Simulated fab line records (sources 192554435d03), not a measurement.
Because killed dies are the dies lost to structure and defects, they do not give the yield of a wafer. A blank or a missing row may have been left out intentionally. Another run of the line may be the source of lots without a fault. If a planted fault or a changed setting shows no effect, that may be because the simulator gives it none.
fab line records	flow n5-finfet
record: lots: 7	wafers: 21	last-day: 19
route steps=1938 shown BEOL_M3@995 BEOL_M4@1111 PASSIVATION@1936
lots that met no fault: taken from a fault-free run of the same line
start-h: hours from the record's first day to the start of the lot's first wafer shown	wait-h: hours elapsed since this lot's preceding step	" unchanged from the row above	L1.1+2: a row that stands for several wafers	- no value, or no start given	* or withheld: withheld	< > ~ a bound
route shown NAME@n: NAME is a module with steps in the file, n the number in the route of the first one	usual: average and standard deviation across the fault-free wafers	same: alike in all rows	chamber/n: place in a boat	sites: the reading at each site	_std_site: the standard deviation of these	_edge_site: the outer-site mean with the inner-site mean subtracted	radius-mm: how far each site lies from the wafer's centre	mask NAME#n: copy n	behind: the most recent tool/chamber to have shaped the wafer	hold: reason for holding the lot/hours on hold/outcome of the hold	device: transistor that didn't switch, given as n, p or np	end of line: tests run on the same wafers once the route is complete	a step without rows: its recipe alone	killed: count of dies lost to structure and defects at first sort (not the wafer's yield)	map: a wafer's dies, x killed, . not, _ none there
set.NAME: the setting as run; set.NAME@STEP: as run at that earlier step	model.NAME: the simulator's own value behind a step, which no gauge read
a table for each step, a row for each wafer; lots at some steps of the route
services: when a tool's chamber went out of use (start-h, in hours from the record's first day, below 0 if earlier), for how many hours, and the reason
== steps ==
step: N5_BEOL_M3_ANNEAL_49
recipe: temp-c: 400	time-s: 240	ambient: vacuum
usual: heater-power-w: 865/71	susceptor-temp-C: 400.00/0.22
lot.wafer	tool	chamber	start-h	wait-h	heater-power-w	susceptor-temp-C
L950.1	pvd-sputter-03	-	195.53	0.0	964	400.30
L950.3	"	-	"	"	718	399.62
L950.4	"	-	"	"	888	399.96
L954.2	pvd-sputter-01	-	227.52	0.0	960	400.29
L954.3	"	-	"	"	933	399.98
L954.5	"	-	"	"	883	400.16
L955.2	pvd-sputter-03	-	234.93	0.0	889	400.64
L955.5	"	-	"	"	886	400.41
L955.6	"	-	"	"	953	400.11
L956.1	pvd-sputter-03	-	247.29	0.0	864	399.88
L956.3	"	-	"	"	949	400.02
L956.6	"	-	"	"	972	399.92
L960.2	pvd-sputter-03	-	263.33	0.0	715	400.11
L960.4	"	-	"	"	956	399.77
L960.5	"	-	"	"	869	399.98
L958.1	pvd-sputter-01	-	263.53	0.0	949	399.76
L958.3	"	-	"	"	858	400.23
L958.5	"	-	"	"	943	399.69
L968.2	pvd-sputter-02	-	320.64	0.0	956	399.95
L968.4	"	-	"	"	873	399.96
L968.6	"	-	"	"	857	399.70
step: N5_BEOL_M3_SPUTTER_79
recipe: material: Cu	target-thk-a: 45	temp-c: -20	chamber-pressure-pa: 0.07	power-w: withheld	time-s: 8.29
step: N5_BEOL_M3_ANNEAL_80
recipe: temp-c: 400	time-s: 240	ambient: vacuum
usual: heater-power-w: 864/71	susceptor-temp-C: 399.98/0.23
lot.wafer	tool	chamber	start-h	wait-h	heater-power-w	susceptor-temp-C
L950.1	pvd-sputter-03	-	195.75	0.0	973	400.19
L950.3	"	-	"	"	718	399.80
L950.4	"	-	"	"	877	400.20
L954.2	pvd-sputter-01	-	227.74	0.0	952	399.80
L954.3	"	-	"	"	927	400.13
L954.5	"	-	"	"	888	400.35
L955.2	pvd-sputter-03	-	235.15	0.0	877	400.11
L955.5	"	-	"	"	874	400.11
L955.6	"	-	"	"	950	399.90
L956.1	pvd-sputter-03	-	247.51	0.0	884	399.76
L956.3	"	-	"	"	972	399.70
L956.6	"	-	"	"	964	400.17
L960.2	pvd-sputter-03	-	263.55	0.0	710	400.16
L960.4	"	-	"	"	946	399.80
L960.5	"	-	"	"	893	400.15
L958.1	pvd-sputter-01	-	263.75	0.0	924	399.70
L958.3	"	-	"	"	865	400.34
L958.5	"	-	"	"	932	399.68
L968.2	pvd-sputter-02	-	320.86	0.0	921	399.93
L968.4	"	-	"	"	838	399.54
L968.6	"	-	"	"	852	399.49
step: N5_BEOL_M3_SPUTTER_81
recipe: material: Cu	target-thk-a: 45	temp-c: -20	chamber-pressure-pa: 0.07	power-w: withheld	time-s: 8.29
step: N5_BEOL_M3_ANNEAL_82
recipe: temp-c: 400	time-s: 240	ambient: vacuum
step: N5_BEOL_M3_SPUTTER_86
recipe: material: Cu	target-thk-a: 45	temp-c: -20	chamber-pressure-pa: 0.07	power-w: withheld	time-s: 8.29
usual: throttle-valve-pct: 29.9/0.95
lot.wafer	tool	chamber	start-h	wait-h	throttle-valve-pct
L950.1	pvd-sputter-03	-	196.11	0.1	28.5
L950.3	"	-	"	"	30.6
L950.4	"	-	"	"	29.2
L954.2	pvd-sputter-01	-	228.10	0.1	28.8
L954.3	"	-	"	"	32.2
L954.5	"	-	"	"	30.8
L955.2	pvd-sputter-03	-	235.51	0.1	29.6
L955.5	"	-	"	"	29.6
L955.6	"	-	"	"	28.4
L956.1	pvd-sputter-03	-	247.87	0.1	29.9
L956.3	"	-	"	"	28.4
L956.6	"	-	"	"	28.9
L960.2	pvd-sputter-03	-	263.91	0.1	30.7
L960.4	"	-	"	"	28.7
L960.5	"	-	"	"	29.3
L958.1	pvd-sputter-01	-	264.11	0.1	32.1
L958.3	"	-	"	"	31.0
L958.5	"	-	"	"	32.1
L968.2	pvd-sputter-02	-	321.22	0.1	29.5
L968.4	"	-	"	"	29.2
L968.6	"	-	"	"	29.5
step: N5_BEOL_M3_ANNEAL_87
recipe: temp-c: 400	time-s: 240	ambient: vacuum
step: N5_BEOL_M3_SPUTTER_88
recipe: material: Cu	target-thk-a: 45	temp-c: -20	chamber-pressure-pa: 0.07	power-w: withheld	time-s: 8.29
step: N5_BEOL_M3_ANNEAL_89
recipe: temp-c: 400	time-s: 240	ambient: vacuum
usual: heater-power-w: 863/70	susceptor-temp-C: 400.02/0.21
lot.wafer	tool	chamber	start-h	wait-h	heater-power-w	susceptor-temp-C
L950.1	pvd-sputter-03	-	196.41	0.0	954	400.23
L950.3	"	-	"	"	722	400.14
L950.4	"	-	"	"	867	400.07
L954.2	pvd-sputter-01	-	228.40	0.0	953	400.04
L954.3	"	-	"	"	919	400.04
L954.5	"	-	"	"	869	399.85
L955.2	pvd-sputter-03	-	235.81	0.0	883	400.35
L955.5	"	-	"	"	870	400.12
L955.6	"	-	"	"	938	400.13
L956.1	pvd-sputter-03	-	248.17	0.0	848	400.09
L956.3	"	-	"	"	950	399.67
L956.6	"	-	"	"	962	400.13
L960.2	pvd-sputter-03	-	264.21	0.0	706	399.82
L960.4	"	-	"	"	946	399.87
L960.5	"	-	"	"	869	400.16
L958.1	pvd-sputter-01	-	264.41	0.0	920	399.72
L958.3	"	-	"	"	865	399.76
L958.5	"	-	"	"	931	400.18
L968.2	pvd-sputter-02	-	321.52	0.0	897	400.01
L968.4	"	-	"	"	874	400.00
L968.6	"	-	"	"	881	399.93
step: N5_BEOL_M3_SPUTTER_90
recipe: material: Cu	target-thk-a: 45	temp-c: -20	chamber-pressure-pa: 0.07	power-w: withheld	time-s: 8.29
step: N5_BEOL_M3_ANNEAL_91
recipe: temp-c: 400	time-s: 240	ambient: vacuum
step: N5_BEOL_M3_SPUTTER_92
recipe: material: Cu	target-thk-a: 45	temp-c: -20	chamber-pressure-pa: 0.07	power-w: withheld	time-s: 8.29
usual: throttle-valve-pct: 29.9/0.96
lot.wafer	tool	chamber	start-h	wait-h	throttle-valve-pct
L950.1	pvd-sputter-03	-	196.77	0.1	28.6
L950.3	"	-	"	"	30.7
L950.4	"	-	"	"	29.5
L954.2	pvd-sputter-01	-	228.76	0.1	28.6
L954.3	"	-	"	"	32.3
L954.5	"	-	"	"	30.9
L955.2	pvd-sputter-03	-	236.17	0.1	29.7
L955.5	"	-	"	"	29.3
L955.6	"	-	"	"	28.4
L956.1	pvd-sputter-03	-	248.53	0.1	29.8
L956.3	"	-	"	"	28.6
L956.6	"	-	"	"	28.7
L960.2	pvd-sputter-03	-	264.57	0.1	30.7
L960.4	"	-	"	"	28.5
L960.5	"	-	"	"	29.6
L958.1	pvd-sputter-01	-	264.77	0.1	31.8
L958.3	"	-	"	"	31.3
L958.5	"	-	"	"	32.3
L968.2	pvd-sputter-02	-	321.88	0.1	29.5
L968.4	"	-	"	"	29.1
L968.6	"	-	"	"	29.2
step: N5_BEOL_M3_ANNEAL_93
recipe: temp-c: 400	time-s: 240	ambient: vacuum
usual: heater-power-w: 864/71	susceptor-temp-C: 400.00/0.23
lot.wafer	tool	chamber	start-h	wait-h	heater-power-w	susceptor-temp-C
L950.1	pvd-sputter-03	-	196.85	0.0	928	399.88
L950.3	"	-	"	"	705	400.34
L950.4	"	-	"	"	877	399.79
L954.2	pvd-sputter-01	-	228.84	0.0	-	-
L954.3	"	-	"	"	-	-
L954.5	"	-	"	"	-	-
L955.2	pvd-sputter-03	-	236.25	0.0	-	-
L955.5	"	-	"	"	-	-
L955.6	"	-	"	"	-	-
L956.1	pvd-sputter-03	-	248.61	0.0	-	-
L956.3	"	-	"	"	-	-
L956.6	"	-	"	"	-	-
L960.2	pvd-sputter-03	-	264.65	0.0	725	399.89
L960.4	"	-	"	"	950	400.15
L960.5	"	-	"	"	871	399.73
L958.1	pvd-sputter-01	-	264.85	0.0	931	400.35
L958.3	"	-	"	"	877	399.98
L958.5	"	-	"	"	968	400.21
L968.2	pvd-sputter-02	-	321.96	0.0	946	399.53
L968.4	"	-	"	"	856	399.88
L968.6	"	-	"	"	871	399.87
step: N5_BEOL_M3_SPUTTER_94
recipe: material: Cu	target-thk-a: 45	temp-c: -20	chamber-pressure-pa: 0.07	power-w: withheld	time-s: 8.29
step: N5_BEOL_M4_RC_MEAS_101
usual: DIBL_N: 36.4/1.9	DIBL_P: 35.8/2.1	IOFF_N: 0.158/0.029	IOFF_P: 0.21/0.035	ION_N: 676/14	ION_P: 465/9.7	SS_N: 71.5/0.66	SS_P: 73.4/0.7	VT_N: 249.8/3	VT_P: -250/3.3
lot.wafer	tool	chamber	start-h	wait-h	DIBL_N[mV/V]	DIBL_P[mV/V]	IOFF_N[nA/um]	IOFF_P[nA/um]	ION_N[uA/um]	ION_P[uA/um]	SS_N[mV/dec]	SS_P[mV/dec]	VT_N[mV]	VT_P[mV]
L950.1	prober-01	0	226.00	0.0	36.8	34.6	0.142	0.22	677	467	71.1	73.5	252.6	-247
L950.3	"	0	"	"	40.3	37.0	0.200	0.25	670	458	72.3	74.1	247.4	-249
L950.4	"	0	"	"	36.6	34.0	0.141	0.21	656	455	70.8	72.9	250.9	-248
L954.2	prober-01	0	244.30	0.2	38.2	39.4	0.208	0.31	688	478	72.1	75.0	244.0	-241
L954.3	"	0	"	"	35.5	35.9	0.141	0.23	675	464	71.6	73.7	250.7	-246
L954.5	"	0	"	"	35.4	35.4	0.134	0.22	672	478	71.4	73.6	252.3	-247
L955.2	prober-01	0	251.27	0.2	36.9	36.1	0.153	0.21	670	455	71.8	73.5	250.3	-251
L955.5	"	0	"	"	35.4	34.5	0.148	0.19	700	476	71.7	73.7	249.9	-251
L955.6	"	0	"	"	36.3	34.8	0.153	0.19	694	464	71.8	72.6	251.3	-253
L956.1	prober-01	0	261.42	0.0	37.8	35.2	0.151	0.22	683	471	71.0	72.9	250.4	-248
L956.3	"	0	"	"	40.6	38.5	0.198	0.29	683	471	72.2	74.6	246.2	-243
L956.6	"	0	"	"	38.2	35.6	0.163	0.23	692	475	70.8	73.0	246.3	-249
L960.2	prober-02	0	282.90	0.2	35.9	34.9	0.151	0.19	669	455	72.1	73.4	251.3	-253
L960.4	"	0	"	"	36.2	34.9	0.159	0.19	688	460	71.7	73.7	248.0	-254
L960.5	"	0	"	"	38.4	37.4	0.201	0.23	692	465	72.4	73.8	245.1	-250
L958.1	prober-01	0	286.17	0.0	36.1	36.2	0.151	0.20	664	458	71.5	73.2	252.1	-252
L958.3	"	0	"	"	40.0	39.8	0.241	0.25	682	453	73.3	73.7	248.2	-250
L958.5	"	0	"	"	37.9	37.1	0.184	0.22	676	459	72.8	73.2	249.1	-251
L968.2	prober-01	0	346.27	0.2	30.9	29.8	0.100	0.14	672	468	70.3	71.4	256.7	-255
L968.4	"	0	"	"	33.5	33.8	0.132	0.19	672	464	71.7	73.2	251.4	-251
L968.6	"	0	"	"	33.1	33.7	0.130	0.18	678	471	71.8	72.7	251.7	-250
step: N5_PASSIVATION_PROBE_49
usual: defect-limited-yield: 91.3/1.3	killed_at_M0_to_M3: 34/9.1	killed_at_M4_up: 14/5.6	killed-at-contacts: 13/5.9	killed-at-front-end: 39/11	killed-at-other: 3.6/3	killed-dies: 102/16	killed-open: 68/12	killed-short: 33/7.3	sort_bin_5_function: 5.2/0.89	sort_bin_6_memory: 3.2/0.68	sort-n-pass: 1078/16	sort-yield-pct: 91.3/1.3
same: gross-dies: 1180	killed-at-back-side: 0	sort_bin_4_leakage[%]: 0	sort_bin_8_speed[%]: 0
lot.wafer	tool	chamber	start-h	wait-h	defect-limited-yield[%]	killed_at_M0_to_M3	killed_at_M4_up	killed-at-contacts	killed-at-front-end	killed-at-other	killed-dies	killed-open	killed-short	sort_bin_5_function[%]	sort_bin_6_memory[%]	sort-n-pass	sort-yield-pct[%]
L954.5	prober-02	-	348.99	0.2	87.1	57	16	16	63	0	152	101	51	7.1	5.4	1028	87.1
L960.2	prober-02	-	385.18	0.1	92.1	27	10	15	39	2	93	67	26	4.9	2.7	1087	92.1
L960.5	prober-02	-	385.33	0.2	90.5	43	11	22	34	2	112	76	35	5.3	3.6	1068	90.5
L958.1	prober-02	-	399.13	0.0	93.5	35	11	14	16	1	77	53	24	3.5	2.8	1103	93.5
L958.3	prober-02	-	399.23	0.1	93.0	32	11	10	23	7	83	58	24	4.5	2.4	1097	93.0
L958.5	prober-02	-	399.33	0.2	92.3	24	10	22	29	6	91	57	32	4.0	3.7	1089	92.3
killed by level:class
L954.5 FIN_SAQP:geometric-particle:open=17 FIN_SAQP:geometric-particle:short=17 MOL_CONTACT_COAG:geometric-particle:open=14 BEOL_M3:geometric-particle:open=12 BEOL_M1:geometric-particle:open=10 BEOL_M2:geometric-particle:open=9 BEOL_M0_SAQP:geometric-particle:open=9 STI_FIN_REVEAL:geometric-particle:open=7
L960.2 MOL_CONTACT_COAG:geometric-particle:open=13 STI_FIN_REVEAL:geometric-particle:open=9 GATE_CUT:geometric-particle:short=8 BEOL_M1:geometric-particle:open=8 BEOL_M2:geometric-particle:open=7 FIN_SAQP:geometric-particle:open=6 BEOL_M3:geometric-particle:open=5 GATE_CUT:geometric-particle:open=4
L960.5 MOL_CONTACT_COAG:geometric-particle:open=17 BEOL_M0_SAQP:geometric-particle:open=14 STI_FIN_REVEAL:geometric-particle:open=12 BEOL_M0_SAQP:geometric-particle:short=10 BEOL_M2:geometric-particle:open=9 DUMMY_GATE:geometric-particle:open=7 BEOL_M5:geometric-particle:open=6 MOL_CONTACT_COAG:geometric-particle:short=5
L958.1 MOL_CONTACT_COAG:geometric-particle:open=9 BEOL_M0_SAQP:geometric-particle:short=8 BEOL_M1:geometric-particle:open=8 BEOL_M0_SAQP:geometric-particle:open=7 BEOL_M3:geometric-particle:open=6 DUMMY_GATE:geometric-particle:open=5 MOL_CONTACT_COAG:geometric-particle:short=5 BEOL_M2:geometric-particle:open=4
L958.3 BEOL_M0_SAQP:geometric-particle:short=11 FIN_SAQP:geometric-particle:open=8 MOL_CONTACT_COAG:geometric-particle:open=8 BEOL_M2:geometric-particle:open=6 BEOL_M0_SAQP:geometric-particle:open=6 BEOL_M3:geometric-particle:open=5 STI_FIN_REVEAL:geometric-particle:open=4 BEOL_M1:geometric-particle:open=4
L958.5 MOL_CONTACT_COAG:geometric-particle:open=15 FIN_SAQP:geometric-particle:open=9 FIN_SAQP:geometric-particle:short=8 MOL_CONTACT_COAG:geometric-particle:short=7 BEOL_M0_SAQP:geometric-particle:short=6 BEOL_M2:geometric-particle:open=6 BEOL_M0_SAQP:geometric-particle:open=5 BEOL_M1:geometric-particle:open=5
== services ==
tool	chamber	start-h	hours	kind
pvd-sputter-02	-	180.38	6.8	repair
pvd-sputter-01	-	185.31	8.9	repair
== key ==
first-sign: step: N5_BEOL_M3_ANNEAL_93	reading: tool-record	direction: missing
effect none on later readings
met-at N5_BEOL_M3_ANNEAL_93
struck-wafers L954.2,L954.3,L954.5,L955.2,L955.5,L955.6,L956.1,L956.3,L956.6
baseline-loss: step: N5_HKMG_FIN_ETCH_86	wafers: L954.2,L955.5
onset-between 196.85 228.84
fault: kind: skipped-step-whole	tool: pvd-sputter-01,pvd-sputter-03	chamber: -	onset-h: 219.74	steps: N5_BEOL_M3_ANNEAL_93	scope: struck-lots-only
baseline-loss: these wafers lose ten dies or more at that step, a loss of the line's own and not of a fault; the sort's usual values leave them out
